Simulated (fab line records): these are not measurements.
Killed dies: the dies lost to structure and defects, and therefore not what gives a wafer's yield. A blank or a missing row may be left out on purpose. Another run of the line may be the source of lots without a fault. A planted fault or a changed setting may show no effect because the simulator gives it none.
What tool caused it? / flow n5Finfet / 24 lots with 72 wafers sampled at 4 steps, on a route of 1938 steps

== WHAT THE GAUGES SHOWED, per wafer ==
N5_BEOL_M10_INSPECT_58: inspects for defects (darkfield). Usual: rawDefectCount 71, standard deviation 22.
lot=L075; measured=day 10 15:27; on=defectInspect-02; rawDefectCount=62 68 61; flag=
lot=L076; measured=day 10 18:32; on=defectInspect-02; rawDefectCount=134 88 62; flag=
lot=L077; measured=day 10 18:50; on=defectInspect-02; rawDefectCount=73 47 72; flag=
lot=L074; measured=day 11 06:35; on=defectInspect-01; rawDefectCount=119 81 108; flag=
lot=L079; measured=day 11 09:52; on=defectInspect-02; rawDefectCount=67 71 43; flag=
lot=L078; measured=day 11 10:41; on=defectInspect-01; rawDefectCount=79 111 79; flag=
lot=L080; measured=day 11 14:53; on=defectInspect-01; rawDefectCount=57 64 93; flag=
lot=L081; measured=day 11 20:13; on=defectInspect-01; rawDefectCount=50 45 39; flag=
lot=L082; measured=day 12 04:42; on=defectInspect-01; rawDefectCount=47 56 49; flag=
lot=L083; measured=day 12 15:56; on=defectInspect-02; rawDefectCount=106 56 102; flag=
lot=L084; measured=day 12 23:56; on=defectInspect-02; rawDefectCount=70 41 67; flag=
lot=L086; measured=day 13 08:00; on=defectInspect-02; rawDefectCount=66 50 72; flag=
lot=L085; measured=day 13 09:13; on=defectInspect-02; rawDefectCount=115 92 88; flag=
lot=L087; measured=day 13 16:33; on=defectInspect-01; rawDefectCount=44 43 81; flag=
lot=L088; measured=day 14 00:19; on=defectInspect-02; rawDefectCount=57 94 60; flag=
lot=L089; measured=day 14 02:28; on=defectInspect-01; rawDefectCount=141 151 85; flag=
lot=L091; measured=day 14 08:14; on=defectInspect-01; rawDefectCount=69 40 39; flag=
lot=L090; measured=day 14 18:37; on=defectInspect-02; rawDefectCount=43 62 63; flag=
lot=L094; measured=day 14 20:54; on=defectInspect-02; rawDefectCount=58 70 93; flag=
lot=L092; measured=day 14 21:04; on=defectInspect-01; rawDefectCount=64 58 42; flag=
lot=L093; measured=day 15 02:22; on=defectInspect-02; rawDefectCount=88 82 56; flag=
lot=L095; measured=day 15 09:55; on=defectInspect-01; rawDefectCount=87 68 61; flag=
lot=L097; measured=day 16 00:16; on=defectInspect-02; rawDefectCount=70 84 75; flag=
lot=L096; measured=day 16 00:38; on=defectInspect-01; rawDefectCount=62 77 49; flag=

N5_BEOL_M11_CD_MEAS_28: the cd target is 70 nm. Usual: cdNm 70.0 nm, standard deviation 1.3.
lot=L075; measured=day 10 20:53; on=cdSem-03; cdNm (nm)=71.8 70.4 72.3; flag=
lot=L076; measured=day 10 21:08; on=cdSem-02; cdNm (nm)=69.0 70.6 70.7; flag=
lot=L077; measured=day 10 21:18; on=cdSem-02; cdNm (nm)=72.2 70.8 72.0; flag=
lot=L074; measured=day 11 09:31; on=cdSem-02; cdNm (nm)=71.1 69.9 70.3; flag=
lot=L079; measured=day 11 16:29; on=cdSem-01; cdNm (nm)=70.9 71.1 69.5; flag=
lot=L078; measured=day 11 16:40; on=cdSem-02; cdNm (nm)=69.2 70.7 71.8; flag=
lot=L080; measured=day 11 18:31; on=cdSem-03; cdNm (nm)=68.9 69.1 69.4; flag=
lot=L081; measured=day 12 00:33; on=cdSem-03; cdNm (nm)=70.8 68.6 68.5; flag=
lot=L082; measured=day 12 07:52; on=cdSem-01; cdNm (nm)=70.1 70.6 70.8; flag=
lot=L083; measured=day 12 19:12; on=cdSem-01; cdNm (nm)=68.8 69.4 71.6; flag=
lot=L084; measured=day 13 04:34; on=cdSem-01; cdNm (nm)=69.5 67.5 69.4; flag=
lot=L086; measured=day 13 12:47; on=cdSem-03; cdNm (nm)=67.5 67.1 67.7; flag=
lot=L085; measured=day 13 12:37; on=cdSem-01; cdNm (nm)=70.2 72.3 70.7; flag=
lot=L087; measured=day 13 23:09; on=cdSem-01; cdNm (nm)=69.9 69.9 70.2; flag=
lot=L088; measured=day 14 03:28; on=cdSem-01; cdNm (nm)=69.4 68.0 68.9; flag=
lot=L089; measured=day 14 05:02; on=cdSem-03; cdNm (nm)=69.8 70.1 70.2; flag=
lot=L091; measured=day 14 11:32; on=cdSem-03; cdNm (nm)=70.2 68.3 70.5; flag=
lot=L090; measured=day 14 23:02; on=cdSem-01; cdNm (nm)=70.6 68.5 68.6; flag=
lot=L094; measured=day 15 01:20; on=cdSem-02; cdNm (nm)=69.5 71.1 70.5; flag=
lot=L092; measured=day 15 00:28; on=cdSem-02; cdNm (nm)=69.7 67.9 68.9; flag=
lot=L093; measured=day 15 10:29; on=cdSem-01; cdNm (nm)=67.6 69.7 67.9; flag=
lot=L095; measured=day 15 12:32; on=cdSem-01; cdNm (nm)=69.1 69.7 71.5; flag=
lot=L097; measured=day 16 03:59; on=cdSem-01; cdNm (nm)=72.4 70.2 71.4; flag=
lot=L096; measured=day 16 04:08; on=cdSem-02; cdNm (nm)=69.8 70.0 69.3; flag=

== TOOL THAT RAN EACH LOT (tool first, then ch and the chambers of the sampled wafers, then the start) ==
lot=L075; N5_BEOL_M11_DESCUM_16=rieDiel-02 ch 2,3, day 10 18:36; N5_BEOL_M11_HM_OPEN_17=rieMetal-01 ch 0,1, day 10 18:52
lot=L076; N5_BEOL_M11_DESCUM_16=rieDiel-02 ch 1,3, day 10 20:12; N5_BEOL_M11_HM_OPEN_17=rieMetal-01 ch 0,1, day 10 20:31
lot=L077; N5_BEOL_M11_DESCUM_16=rieDiel-01 ch 0,1,2, day 10 20:17; N5_BEOL_M11_HM_OPEN_17=rieMetal-02 ch 0, day 10 20:33
lot=L074; N5_BEOL_M11_DESCUM_16=rieDiel-04 ch 0,1,2, day 11 08:28; N5_BEOL_M11_HM_OPEN_17=rieMetal-01 ch 0,1, day 11 08:44
lot=L079; N5_BEOL_M11_DESCUM_16=rieDiel-04 ch 1,3, day 11 13:59; N5_BEOL_M11_HM_OPEN_17=rieMetal-01 ch 1, day 11 14:15
lot=L078; N5_BEOL_M11_DESCUM_16=rieDiel-02 ch 2,3, day 11 14:20; N5_BEOL_M11_HM_OPEN_17=rieMetal-02 ch 0,1, day 11 14:38
lot=L080; N5_BEOL_M11_DESCUM_16=rieDiel-04 ch 1,2, day 11 17:37; N5_BEOL_M11_HM_OPEN_17=rieMetal-01 ch 0,1, day 11 17:54
lot=L081; N5_BEOL_M11_DESCUM_16=rieDiel-04 ch 0,2,3, day 11 22:17; N5_BEOL_M11_HM_OPEN_17=rieMetal-02 ch 0, day 11 22:33
lot=L082; N5_BEOL_M11_DESCUM_16=rieDiel-02 ch 1,2,3, day 12 07:01; N5_BEOL_M11_HM_OPEN_17=rieMetal-02 ch 0,1, day 12 07:17
lot=L083; N5_BEOL_M11_DESCUM_16=rieDiel-01 ch 0,1,3, day 12 18:11; N5_BEOL_M11_HM_OPEN_17=rieMetal-03 ch 0,1, day 12 18:27
lot=L084; N5_BEOL_M11_DESCUM_16=rieDiel-04 ch 0,2,3, day 13 01:38; N5_BEOL_M11_HM_OPEN_17=rieMetal-02 ch 0,1, day 13 01:54
lot=L086; N5_BEOL_M11_DESCUM_16=rieDiel-02 ch 1,2,3, day 13 10:50; N5_BEOL_M11_HM_OPEN_17=rieMetal-03 ch 0,1, day 13 11:07
lot=L085; N5_BEOL_M11_DESCUM_16=rieDiel-04 ch 1,3, day 13 10:55; N5_BEOL_M11_HM_OPEN_17=rieMetal-01 ch 0, day 13 11:13
lot=L087; N5_BEOL_M11_DESCUM_16=rieDiel-02 ch 1,2, day 13 20:29; N5_BEOL_M11_HM_OPEN_17=rieMetal-03 ch 0,1, day 13 20:45
lot=L088; N5_BEOL_M11_DESCUM_16=rieDiel-02 ch 1,2,3, day 14 02:35; N5_BEOL_M11_HM_OPEN_17=rieMetal-01 ch 0,1, day 14 02:53
lot=L089; N5_BEOL_M11_DESCUM_16=rieDiel-04 ch 0,1, day 14 04:08; N5_BEOL_M11_HM_OPEN_17=rieMetal-03 ch 0,1, day 14 04:25
lot=L091; N5_BEOL_M11_DESCUM_16=rieDiel-02 ch 0,1,2, day 14 10:16; N5_BEOL_M11_HM_OPEN_17=rieMetal-01 ch 0,1, day 14 10:32
lot=L090; N5_BEOL_M11_DESCUM_16=rieDiel-01 ch 1,2,3, day 14 20:25; N5_BEOL_M11_HM_OPEN_17=rieMetal-02 ch 0,1, day 14 20:41
lot=L094; N5_BEOL_M11_DESCUM_16=rieDiel-04 ch 0,2, day 14 23:15; N5_BEOL_M11_HM_OPEN_17=rieMetal-01 ch 0,1, day 14 23:31
lot=L092; N5_BEOL_M11_DESCUM_16=rieDiel-01 ch 0,3, day 14 23:15; N5_BEOL_M11_HM_OPEN_17=rieMetal-02 ch 0,1, day 14 23:32
lot=L093; N5_BEOL_M11_DESCUM_16=rieDiel-04 ch 0,3, day 15 05:52; N5_BEOL_M11_HM_OPEN_17=rieMetal-03 ch 1, day 15 06:10
lot=L095; N5_BEOL_M11_DESCUM_16=rieDiel-04 ch 0,1,2, day 15 11:35; N5_BEOL_M11_HM_OPEN_17=rieMetal-01 ch 0,1, day 15 11:52
lot=L097; N5_BEOL_M11_DESCUM_16=rieDiel-02 ch 1,2,3, day 16 02:16; N5_BEOL_M11_HM_OPEN_17=rieMetal-03 ch 0,1, day 16 02:34
lot=L096; N5_BEOL_M11_DESCUM_16=rieDiel-02 ch 1,3, day 16 02:53; N5_BEOL_M11_HM_OPEN_17=rieMetal-02 ch 0,1, day 16 03:10
- N5_BEOL_M11_DESCUM_16: chemistry O2, time 7.9 s.
- N5_BEOL_M11_HM_OPEN_17: chemistry Cl2/BCl3, target TiN, target depth 20 nm, overetch 6 nm.

== AS READ BY THE TOOLS THEMSELVES (means over the sampled wafers that have a number; for cases with no such wafer, the mark the record gives instead) ==
N5_BEOL_M11_DESCUM_16. Usual: drypumpMotorCurrentA 5.9 A, standard deviation 0.54; oesProductAu 0.77 a.u., standard deviation 0.069; rfVppV 243.3 V, standard deviation 1.3; showerheadPlenumPTorr 2.10 Torr, standard deviation 0.068; throttleValvePct 20.44 %, standard deviation 0.26.
lot=L075; tool=rieDiel-02; drypumpMotorCurrentA (A)=6.1; oesProductAu (a.u.)=0.81; rfVppV (V)=244.7; showerheadPlenumPTorr (Torr)=2.18; throttleValvePct (%)=20.48; flag=
lot=L076; tool=rieDiel-02; drypumpMotorCurrentA (A)=5.6; oesProductAu (a.u.)=0.72; rfVppV (V)=242.9; showerheadPlenumPTorr (Torr)=2.07; throttleValvePct (%)=20.41; flag=
lot=L077; tool=rieDiel-01; drypumpMotorCurrentA (A)=6.1; oesProductAu (a.u.)=0.84; rfVppV (V)=242.9; showerheadPlenumPTorr (Torr)=2.06; throttleValvePct (%)=20.27; flag=
lot=L074; tool=rieDiel-04; drypumpMotorCurrentA (A)=5.6; oesProductAu (a.u.)=0.76; rfVppV (V)=243.2; showerheadPlenumPTorr (Torr)=2.11; throttleValvePct (%)=20.51; flag=
lot=L079; tool=rieDiel-04; drypumpMotorCurrentA (A)=5.6; oesProductAu (a.u.)=0.82; rfVppV (V)=242.7; showerheadPlenumPTorr (Torr)=2.11; throttleValvePct (%)=20.52; flag=
lot=L078; tool=rieDiel-02; drypumpMotorCurrentA (A)=6.1; oesProductAu (a.u.)=0.80; rfVppV (V)=243.9; showerheadPlenumPTorr (Torr)=2.18; throttleValvePct (%)=20.48; flag=
lot=L080; tool=rieDiel-04; drypumpMotorCurrentA (A)=5.2; oesProductAu (a.u.)=0.81; rfVppV (V)=242.7; showerheadPlenumPTorr (Torr)=2.11; throttleValvePct (%)=20.58; flag=
lot=L081; tool=rieDiel-04; drypumpMotorCurrentA (A)=6.1; oesProductAu (a.u.)=0.74; rfVppV (V)=242.5; showerheadPlenumPTorr (Torr)=2.06; throttleValvePct (%)=20.40; flag=
lot=L082; tool=rieDiel-02; drypumpMotorCurrentA (A)=5.8; oesProductAu (a.u.)=0.75; rfVppV (V)=244.2; showerheadPlenumPTorr (Torr)=2.12; throttleValvePct (%)=20.45; flag=
lot=L083; tool=rieDiel-01; drypumpMotorCurrentA (A)=5.9; oesProductAu (a.u.)=0.81; rfVppV (V)=243.4; showerheadPlenumPTorr (Torr)=2.08; throttleValvePct (%)=20.39; flag=
lot=L084; tool=rieDiel-04; drypumpMotorCurrentA (A)=6.2; oesProductAu (a.u.)=0.72; rfVppV (V)=243.3; showerheadPlenumPTorr (Torr)=2.05; throttleValvePct (%)=20.41; flag=
lot=L086; tool=rieDiel-02; drypumpMotorCurrentA (A)=5.9; oesProductAu (a.u.)=0.74; rfVppV (V)=243.3; showerheadPlenumPTorr (Torr)=2.12; throttleValvePct (%)=20.46; flag=
lot=L085; tool=rieDiel-04; drypumpMotorCurrentA (A)=5.5; oesProductAu (a.u.)=0.79; rfVppV (V)=243.3; showerheadPlenumPTorr (Torr)=2.10; throttleValvePct (%)=20.55; flag=
lot=L087; tool=rieDiel-02; drypumpMotorCurrentA (A)=5.7; oesProductAu (a.u.)=0.76; rfVppV (V)=243.6; showerheadPlenumPTorr (Torr)=2.10; throttleValvePct (%)=20.18; flag=
lot=L088; tool=rieDiel-02; drypumpMotorCurrentA (A)=5.8; oesProductAu (a.u.)=0.75; rfVppV (V)=243.0; showerheadPlenumPTorr (Torr)=2.12; throttleValvePct (%)=20.47; flag=
lot=L089; tool=rieDiel-04; drypumpMotorCurrentA (A)=5.7; oesProductAu (a.u.)=0.73; rfVppV (V)=243.6; showerheadPlenumPTorr (Torr)=2.14; throttleValvePct (%)=20.56; flag=
lot=L091; tool=rieDiel-02; drypumpMotorCurrentA (A)=5.7; oesProductAu (a.u.)=0.81; rfVppV (V)=244.2; showerheadPlenumPTorr (Torr)=2.12; throttleValvePct (%)=20.28; flag=
lot=L090; tool=rieDiel-01; drypumpMotorCurrentA (A)=6.5; oesProductAu (a.u.)=0.76; rfVppV (V)=243.0; showerheadPlenumPTorr (Torr)=2.07; throttleValvePct (%)=20.37; flag=
lot=L094; tool=rieDiel-04; drypumpMotorCurrentA (A)=6.0; oesProductAu (a.u.)=0.70; rfVppV (V)=242.1; showerheadPlenumPTorr (Torr)=2.09; throttleValvePct (%)=20.51; flag=
lot=L092; tool=rieDiel-01; drypumpMotorCurrentA (A)=5.9; oesProductAu (a.u.)=0.74; rfVppV (V)=242.4; showerheadPlenumPTorr (Torr)=2.07; throttleValvePct (%)=20.31; flag=
lot=L093; tool=rieDiel-04; drypumpMotorCurrentA (A)=6.4; oesProductAu (a.u.)=0.73; rfVppV (V)=243.2; showerheadPlenumPTorr (Torr)=2.05; throttleValvePct (%)=20.40; flag=
lot=L095; tool=rieDiel-04; drypumpMotorCurrentA (A)=5.6; oesProductAu (a.u.)=0.73; rfVppV (V)=243.1; showerheadPlenumPTorr (Torr)=2.10; throttleValvePct (%)=20.56; flag=
lot=L097; tool=rieDiel-02; drypumpMotorCurrentA (A)=5.9; oesProductAu (a.u.)=0.73; rfVppV (V)=244.3; showerheadPlenumPTorr (Torr)=2.11; throttleValvePct (%)=20.50; flag=
lot=L096; tool=rieDiel-02; drypumpMotorCurrentA (A)=5.6; oesProductAu (a.u.)=0.69; rfVppV (V)=242.4; showerheadPlenumPTorr (Torr)=2.05; throttleValvePct (%)=20.47; flag=

N5_BEOL_M11_HM_OPEN_17. Usual: drypumpMotorCurrentA 5.78 A, standard deviation 0.27; mfcArSccm 25.01 sccm, standard deviation 0.078; oesProductAu 0.66 a.u., standard deviation 0.036; throttleValvePct 22.2 %, standard deviation 0.36.
lot=L075; tool=rieMetal-01; drypumpMotorCurrentA (A)=5.49; mfcArSccm (sccm)=24.97; oesProductAu (a.u.)=0.63; throttleValvePct (%)=22.1; flag=
lot=L076; tool=rieMetal-01; drypumpMotorCurrentA (A)=5.70; mfcArSccm (sccm)=25.03; oesProductAu (a.u.)=0.65; throttleValvePct (%)=21.9; flag=
lot=L077; tool=rieMetal-02; drypumpMotorCurrentA (A)=5.99; mfcArSccm (sccm)=25.05; oesProductAu (a.u.)=0.74; throttleValvePct (%)=21.9; flag=
lot=L074; tool=rieMetal-01; drypumpMotorCurrentA (A)=5.72; mfcArSccm (sccm)=25.12; oesProductAu (a.u.)=0.65; throttleValvePct (%)=21.9; flag=
lot=L079; tool=rieMetal-01; drypumpMotorCurrentA (A)=5.23; mfcArSccm (sccm)=24.96; oesProductAu (a.u.)=0.61; throttleValvePct (%)=22.2; flag=
lot=L078; tool=rieMetal-02; drypumpMotorCurrentA (A)=5.92; mfcArSccm (sccm)=25.02; oesProductAu (a.u.)=0.68; throttleValvePct (%)=22.5; flag=
lot=L080; tool=rieMetal-01; drypumpMotorCurrentA (A)=5.48; mfcArSccm (sccm)=25.09; oesProductAu (a.u.)=0.63; throttleValvePct (%)=22.0; flag=
lot=L081; tool=rieMetal-02; drypumpMotorCurrentA (A)=6.00; mfcArSccm (sccm)=25.06; oesProductAu (a.u.)=0.73; throttleValvePct (%)=21.9; flag=
lot=L082; tool=rieMetal-02; drypumpMotorCurrentA (A)=5.92; mfcArSccm (sccm)=24.90; oesProductAu (a.u.)=0.68; throttleValvePct (%)=22.5; flag=
lot=L083; tool=rieMetal-03; drypumpMotorCurrentA (A)=5.81; mfcArSccm (sccm)=25.08; oesProductAu (a.u.)=0.65; throttleValvePct (%)=22.2; flag=
lot=L084; tool=rieMetal-02; drypumpMotorCurrentA (A)=5.96; mfcArSccm (sccm)=24.99; oesProductAu (a.u.)=0.70; throttleValvePct (%)=22.2; flag=
lot=L086; tool=rieMetal-03; drypumpMotorCurrentA (A)=5.81; mfcArSccm (sccm)=24.94; oesProductAu (a.u.)=0.64; throttleValvePct (%)=22.2; flag=
lot=L085; tool=rieMetal-01; drypumpMotorCurrentA (A)=5.95; mfcArSccm (sccm)=24.98; oesProductAu (a.u.)=0.65; throttleValvePct (%)=21.8; flag=
lot=L087; tool=rieMetal-03; drypumpMotorCurrentA (A)=5.81; mfcArSccm (sccm)=24.94; oesProductAu (a.u.)=0.65; throttleValvePct (%)=22.2; flag=
lot=L088; tool=rieMetal-01; drypumpMotorCurrentA (A)=5.72; mfcArSccm (sccm)=24.95; oesProductAu (a.u.)=0.64; throttleValvePct (%)=21.9; flag=
lot=L089; tool=rieMetal-03; drypumpMotorCurrentA (A)=5.82; mfcArSccm (sccm)=24.99; oesProductAu (a.u.)=0.65; throttleValvePct (%)=22.2; flag=
lot=L091; tool=rieMetal-01; drypumpMotorCurrentA (A)=5.49; mfcArSccm (sccm)=24.99; oesProductAu (a.u.)=0.62; throttleValvePct (%)=22.0; flag=
lot=L090; tool=rieMetal-02; drypumpMotorCurrentA (A)=5.97; mfcArSccm (sccm)=25.03; oesProductAu (a.u.)=0.69; throttleValvePct (%)=22.2; flag=
lot=L094; tool=rieMetal-01; drypumpMotorCurrentA (A)=5.46; mfcArSccm (sccm)=25.05; oesProductAu (a.u.)=0.61; throttleValvePct (%)=22.1; flag=
lot=L092; tool=rieMetal-02; drypumpMotorCurrentA (A)=5.92; mfcArSccm (sccm)=25.02; oesProductAu (a.u.)=0.67; throttleValvePct (%)=22.5; flag=
lot=L093; tool=rieMetal-03; drypumpMotorCurrentA (A)=5.83; mfcArSccm (sccm)=25.01; oesProductAu (a.u.)=0.66; throttleValvePct (%)=22.3; flag=
lot=L095; tool=rieMetal-01; drypumpMotorCurrentA (A)=5.70; mfcArSccm (sccm)=25.07; oesProductAu (a.u.)=0.63; throttleValvePct (%)=21.9; flag=
lot=L097; tool=rieMetal-03; drypumpMotorCurrentA (A)=5.80; mfcArSccm (sccm)=24.98; oesProductAu (a.u.)=0.64; throttleValvePct (%)=22.1; flag=
lot=L096; tool=rieMetal-02; drypumpMotorCurrentA (A)=5.91; mfcArSccm (sccm)=25.01; oesProductAu (a.u.)=0.66; throttleValvePct (%)=22.6; flag=

== THE ANSWER, worked out from the rows above alone ==
Rule: a lot counts as off when the mean over its wafers that have a number is more than 3 standard deviations away from the usual mean. A lot without any number at a reading at which 4 lots or more have one is off too. All remaining lots with rows at the step are treated as sound. Order of review: gauges by route order, followed by the tools' own readings, for which a lot's mean as printed above is used. The first step at which some lot is off is used, and at that step the reading that is off furthest; a lot without a number counts as furthest.
No lot is off on any of the readings shown, so nothing can be concluded from this.

== WHAT THE SIMULATOR HAD PUT IN ==
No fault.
